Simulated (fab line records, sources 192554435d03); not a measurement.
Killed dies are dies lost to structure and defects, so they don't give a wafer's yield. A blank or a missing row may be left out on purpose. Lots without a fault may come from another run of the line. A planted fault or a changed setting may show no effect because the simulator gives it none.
fab line records | flow n5_finfet
record lots=3 wafers=9 last_day=17
route steps=1938 shown MOL_CONTACT_COAG@620 BEOL_M0_SAQP@632 BEOL_M0@726 BEOL_M4@1111
lots that met no fault: from a run of the same line without faults
start_h: hours from the record's first day to the start of the lot's first wafer shown | wait_h: hours since the lot's step before | " the same as in the row above | L1.1+2: a row that stands for several wafers | - no value, or no start given | * or withheld: withheld | < > ~ a bound
route shown NAME@n: a module of which the file shows steps, and the number in the route of the first | usual: mean/standard deviation of fault-free wafers | same: alike in all rows | chamber/n: place in a boat | sites: the reading at each site | _std_site: their standard deviation | _edge_site: outer sites' mean less inner sites' | radius_mm: how far each site lies from the wafer's centre | mask NAME#n: copy n | behind: the tool/chamber that last shaped the wafer | hold: why the lot was held/for how many hours/how that ended | device: the transistor (n, p or np) that didn't switch | end of line: the same wafers' tests at the end of the route | a step without rows: its recipe alone | killed: dies lost to structure and defects at the first sort, not the wafer's yield | map: a wafer's dies, x killed, . not, _ none there
set.NAME: the setting as run; set.NAME@STEP: as run at that earlier step | model.NAME: the simulator's own value behind a step, which no gauge read
lots at some steps of the route; a table a step, a row a wafer
services: from which hour (start_h, from the record's first day; less than 0 if before it) a tool's chamber was out of use, for how many hours, and why
## steps
# step N5_MOL_CONTACT_COAG_PRECLEAN_138
# recipe chemistry=alkaline_clean temp_c=60 time_s=60 do_ppb=50
# step N5_MOL_CONTACT_COAG_SRD_139
# recipe dry=ipa_marangoni time_s=30 temp_c=23 rinse_liquid=diw
# step N5_MOL_CONTACT_COAG_PRE_CLEAN_121
# recipe gas=H2/He time_s=* temp_c=withheld
# step N5_MOL_CONTACT_COAG_CVD_140
# recipe material=W target_thk_a=665 mode=selective_fill temp_c=300 time_s=215
# step N5_MOL_CONTACT_COAG_PRECLEAN_127
# recipe chemistry=DIW time_s=57.5 temp_c=23
# step N5_MOL_CONTACT_COAG_SRD_128
# recipe dry_time_s=32 dry=n2_spin spin_rpm=1500
# step N5_MOL_CONTACT_COAG_CMP_52
# recipe stop_on=SiO2 t_overpolish_s=1.5 post_cmp_clean=w_dilute_nh4oh down_force_psi=4 platen_rpm=50.289 pad_velocity_m_s=1.0006 target_thk_nm=66.5
# step N5_MOL_CONTACT_COAG_ANNEAL_112
# recipe temp_c=400 time_s=1800 ambient=HPD2 pressure_atm=10
# step N5_BEOL_M0_SAQP_PECVD_00
# recipe material=SiCN target_thk_a=80 temp_c=withheld precursor=3MS/NH3 pressure_torr=3 rf_w=202 time_s=14
# usual chamber_pressure_Torr=3.001/0.0066 showerhead_plenum_p_Torr=3.667/0.0059 throttle_valve_pct=9.2/0.66
# columns lot.wafer tool chamber start_h wait_h chamber_pressure_Torr showerhead_plenum_p_Torr throttle_valve_pct model.SiCN_of_BEOL_M0_SAQP_PECVD_00.thk_nm
L692.2 pecvd-03 0 140.89 0.2 3.004 3.674 9.7 7.8
L692.3 " 1 " " 3.007 3.667 9.8 8
L692.6 " 2 " " 2.994 3.660 8.9 8
L701.3 pecvd-03 1 189.52 0.1 3.003 3.680 10.1 8.2
L701.4 " 0 " " 3.003 3.671 9.6 5.4
L701.5 " 0 " " 2.997 3.673 9.7 5.4
L710.1 pecvd-02 2 240.14 0.2 2.999 3.667 8.4 7.8
L710.2 " 1 " " 3.016 3.659 9.1 8
L710.6 " 0 " " 3.006 3.664 8.9 8.2
# step N5_BEOL_M0_SAQP_ILD_DEP_01
# recipe material=SiOC target_thk_a=454.19 temp_c=350 precursor=DEMS/O2 pressure_torr=5 rf_w=500 time_s=8.7
# step N5_BEOL_M0_SAQP_HM_DEP_02
# recipe material=TiN target_thk_a=120 temp_c=25 chamber_pressure_pa=0.49996
# step N5_BEOL_M0_SAQP_PECVD_03
# recipe material=SiCN target_thk_a=120 temp_c=withheld precursor=3MS/NH3 pressure_torr=3 rf_w=202 time_s=21.1
# step N5_BEOL_M0_SAQP_PECVD_96
# recipe material=a-Si target_thk_a=450 temp_c=350 precursor=SiH4/He pressure_torr=3 rf_w=100 time_s=45.2
# step N5_BEOL_M0_SAQP_PECVD_97
# recipe material=SiNx target_thk_a=230 temp_c=350 precursor=SiH4/NH3/N2 pressure_torr=1.5 rf_w=300 time_s=19.9
# step N5_BEOL_M0_SAQP_PECVD_04
# recipe material=a-Si target_thk_a=600 temp_c=350 precursor=SiH4/He pressure_torr=3 rf_w=100 time_s=60.2
# step N5_BEOL_M0_SAQP_HM_DEP_111
# recipe material=SiO2 target_thk_a=120 temp_c=400 precursor=SiH4/N2O pressure_torr=0.75 rf_w=275 time_s=7.2
# step N5_BEOL_M0_SAQP_COAT_81
# recipe resist=SOC temp_c=250 time_s=60 spin_rpm=1500 resist_thk_nm=100
# step N5_BEOL_M0_SAQP_COAT_82
# recipe resist=SiARC temp_c=220 time_s=60 spin_rpm=1500 resist_thk_nm=30
# step N5_BEOL_M0_SAQP_COAT_08
# recipe resist=CAR-ArF spin_rpm=1500 resist_thk_nm=90
# step N5_BEOL_M0_SAQP_EBR_10
# recipe solvent=PGMEA ebr_width_mm=1.5
# step N5_BEOL_M0_SAQP_SOFTBAKE_09
# recipe temp_c=110 time_s=60 resist=CAR-ArF
# step N5_BEOL_M0_SAQP_EXPOSE_11
# recipe mask_id=M0_CORE na=1.35 source_shape=dipole sigma_inner=0.538 sigma_outer=0.738 polarization=te target_cd_nm=42 dose_mj=55
# step N5_BEOL_M0_SAQP_PEB_12
# recipe peb_temp_c=withheld peb_time_s=60 resist=CAR-ArF
# step N5_BEOL_M0_SAQP_DEVELOP_13
# recipe develop_time_s=30 developer=TMAH resist=CAR-ArF dev_temp_c=23 rinse_liquid=diw dry=air_spin
# step N5_BEOL_M0_SAQP_DESCUM_19
# recipe chemistry=O2 time_s=7.9 source_power_w=50 bias_power_w=20 pressure_mtorr=20 rf_frequency_hz=2.712e+07 temp_c=40 resist=CAR-ArF o2_flow_sccm=225
# step N5_BEOL_M0_SAQP_ETCH_83
# recipe chemistry=CF4 target=SiARC target_depth_a=390 mask_material=CAR-ArF time_s=65 ion_energy_ev=80 pressure_mtorr=40 source_w=545 bias_w=36 Ar_flow_sccm=100 cf4_flow_sccm=100 ends=cleared
# step N5_BEOL_M0_SAQP_ETCH_84
# recipe chemistry=N2/H2 target=SOC target_depth_a=1000 overetch_a=200 mask_material=SiARC temp_c=40 time_s=150 ion_energy_ev=200 pressure_mtorr=30 source_w=840 bias_w=150 n2_flow_sccm=200 h2_flow_sccm=200
# step N5_BEOL_M0_SAQP_STRIP_80
# recipe chemistry=N2/H2 temp_c=40 n2_flow_sccm=200 h2_flow_sccm=200 rf_frequency_hz=6e+07
# step N5_BEOL_M0_SAQP_HM_OPEN_112
# recipe chemistry=CHF3/O2 target=SiO2 stop_on=a-Si target_depth_a=120 over_etch_frac=1.25 mask_material=SOC time_s=13.5 pressure_mtorr=30 source_w=650 bias_w=170 Ar_flow_sccm=200 CHF3_flow_sccm=50 O2_flow_sccm=5 ion_energy_ev=200 ends=end_point
# step N5_BEOL_M0_SAQP_STRIP_113
# recipe chemistry=CHF3/O2 resist=SiARC rf_frequency_hz=6e+07
# step N5_BEOL_M0_SAQP_MANDREL_ETCH_20
# recipe target_depth_a=600 chemistry=HBr/Cl2 target=a-Si stop_on=SiNx bt_time_s=10 mask_material=SOC over_etch_frac=0.5 time_s=30 pressure_mtorr=10 icp_w=800 bias_w=75 HBr_flow_sccm=150 Cl2_flow_sccm=80 ends=end_point
# step N5_BEOL_M0_SAQP_STRIP_86
# recipe chemistry=N2/H2 power_w=500 temp_c=40 pressure_mtorr=50 rf_frequency_hz=6e+07 overash_fraction=0.3 bias_power_w=28 h2_frac=0.5 n2_flow_sccm=300 h2_flow_sccm=300
# step N5_BEOL_M0_SAQP_STRIP_115
# recipe chemistry=post_etch_residue_remover time_s=60 temp_c=25 remover_ph=withheld remover_water_wt_pct=withheld remover_fluoride_wt_pct=withheld
# step N5_BEOL_M0_SAQP_SRD_93
# recipe dry=ipa_marangoni time_s=30 temp_c=23 rinse_liquid=diw
# step N5_BEOL_M0_ETCH_109
# recipe chemistry=CH3F/O2 target_depth_a=80 overetch_a=24 target=SiCN time_s=27.4 ion_energy_ev=120 pressure_mtorr=30 source_w=395 bias_w=75 Ar_flow_sccm=150 CH3F_flow_sccm=30 O2_flow_sccm=20
# usual chamber_pressure_mTorr=30.001/0.026 drypump_motor_current_A=5.7/0.44 oes_product_au=0.68/0.077 rf_vpp_V=297.9/1.8 showerhead_plenum_p_Torr=2.03/0.078 throttle_valve_pct=16.31/0.26
# columns lot.wafer tool chamber start_h wait_h chamber_pressure_mTorr drypump_motor_current_A oes_product_au rf_hours_counter_h rf_vpp_V showerhead_plenum_p_Torr throttle_valve_pct model.etch.depth_nm
L692.2 rie_diel-06 3 152.10 0.1 30.021 5.7 0.75 25 301.1 2.13 16.09 7.861
L692.3 " 2 " " 29.968 5.1 0.62 173 296.7 1.91 16.62 7.964
L692.6 " 3 " " 30.033 5.8 0.76 - 300.8 2.13 16.10 8.054
L701.3 rie_diel-06 3 203.27 0.1 29.992 5.7 0.75 44 299.6 2.12 16.13 8.165
L701.4 " 2 " " 30.021 5.1 0.50 - 295.0 1.90 16.65 5.437
L701.5 " 3 " " 30.034 5.7 0.60 - 301.8 2.12 16.14 5.438
L710.1 rie_diel-05 1 257.92 0.2 29.951 5.2 0.67 106 297.7 2.01 16.55 7.781
L710.2 " 0 " " 30.000 5.9 0.73 54 295.7 1.95 15.93 7.979
L710.6 " 1 " " 29.981 5.2 0.68 - 296.6 2.01 16.57 8.123
# step N5_BEOL_M0_RS_MEAS_126
# recipe thk_meas_gauge=four-point-probe reads=Co_of_BEOL_M0_CO_CAP_123+Cu_of_BEOL_M0_ECD_118+Co_of_BEOL_M0_CVD_115+TaN_of_BEOL_M0_ALD_136
# usual M0_RS=0.526/0.017
# columns lot.wafer tool chamber start_h wait_h M0_RS[ohm/sq]
L692.2 film_metro-01 - 154.55 0.1 0.504
L692.3 " - " " 0.552
L692.6 " - " " 0.509
L701.3 film_metro-01 - 206.38 0.1 0.541
L701.4 " - " " 0.563
L701.5 " - " " 0.591
L710.1 film_metro-01 - 260.79 0.0 0.527
L710.2 " - " " 0.514
L710.6 " - " " 0.504
# step N5_BEOL_M4_RC_MEAS_101
# usual DIBL_N=35.9/1.4 DIBL_P=35.9/1.7 IOFF_N=0.155/0.023 IOFF_P=0.201/0.029 ION_N=672/8.8 ION_P=460/7 SS_N=71.6/0.48 SS_P=73.1/0.64 VT_N=250.0/3 VT_P=-251.6/3
# columns lot.wafer tool chamber start_h wait_h DIBL_N[mV/V] DIBL_P[mV/V] IOFF_N[nA/um] IOFF_P[nA/um] ION_N[uA/um] ION_P[uA/um] SS_N[mV/dec] SS_P[mV/dec] VT_N[mV] VT_P[mV]
L692.2 prober-01 0 198.85 0.2 35.5 35.7 0.160 0.201 678 465 70.9 73.3 249.5 -249.4
L692.3 " 0 " " 34.8 34.9 0.142 0.195 663 454 71.0 72.7 251.4 -250.9
L692.6 " 0 " " 35.4 35.8 0.160 0.212 670 463 71.0 73.6 251.1 -251.1
L701.3 prober-02 0 249.19 0.3 38.1 36.6 0.178 0.243 694 474 71.7 73.1 244.7 -246.3
L701.4 " 0 " " 37.1 35.4 0.162 0.222 675 465 71.7 73.0 247.2 -249.9
L701.5 " 0 " " 35.4 34.6 0.144 0.210 684 472 70.8 72.4 251.5 -248.4
L710.1 prober-01 0 305.76 0.2 36.1 34.9 0.146 0.175 668 452 71.7 73.5 250.2 -255.3
L710.2 " 0 " " 34.4 33.7 0.118 0.161 665 456 71.0 73.4 254.4 -255.5
L710.6 " 0 " " 35.7 35.3 0.139 0.182 662 452 71.7 73.2 252.2 -253.5
## services
# columns tool chamber start_h hours kind
pecvd-03 1 118.11 - calibration
rie_diel-05 2 118.45 - clean
rie_diel-05 2 118.45 - consumable_replace:focus_ring
rie_diel-05 2 118.45 - consumable_replace:showerhead
rie_diel-05 2 118.45 17.9 scheduled_down
rie_diel-05 2 118.45 17.9 vent_cycle
pecvd-02 0 129.75 2.1 scheduled_down
rie_diel-06 1 170.03 - clean
rie_diel-06 1 170.03 - consumable_replace:focus_ring
rie_diel-06 1 170.03 - consumable_replace:showerhead
rie_diel-06 1 170.03 12.2 scheduled_down
rie_diel-06 1 170.03 12.2 vent_cycle
pecvd-02 - 181.36 28.1 pm
pecvd-03 2 185.47 8.2 repair
pecvd-03 - 193.15 14.6 pm
rie_diel-06 0 200.31 15.8 repair
pecvd-03 - 228.69 2.8 pm
rie_diel-06 0 247.37 - clean
rie_diel-06 0 247.37 - consumable_replace:focus_ring
rie_diel-06 0 247.37 23.0 scheduled_down
rie_diel-06 0 247.37 23.0 vent_cycle
pecvd-03 0 253.32 2.1 scheduled_down
## key
first_sign step=N5_BEOL_M0_RS_MEAS_126 reading=M0_RS direction=up sigmas=3 usual=0.526 struck=0.577
effect none on later readings
model_effect step=N5_BEOL_M0_SAQP_PECVD_00 value=SiCN_of_BEOL_M0_SAQP_PECVD_00.thk_nm without=8 struck=5.4
model_effect step=N5_BEOL_M0_ETCH_109 value=etch.depth_nm without=8.079 struck=5.437
met_at N5_BEOL_M0_SAQP_PECVD_00
struck_wafers L701.4,L701.5
onset_between 140.89 189.52
fault kind=process_parameter_drift tool=pecvd-03 chamber=- onset_h=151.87 steps=N5_BEOL_M0_SAQP_PECVD_00 channel=time_s offset=* shape=step end_h=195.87 scope=struck_wafers_only acts_in=* stated=*
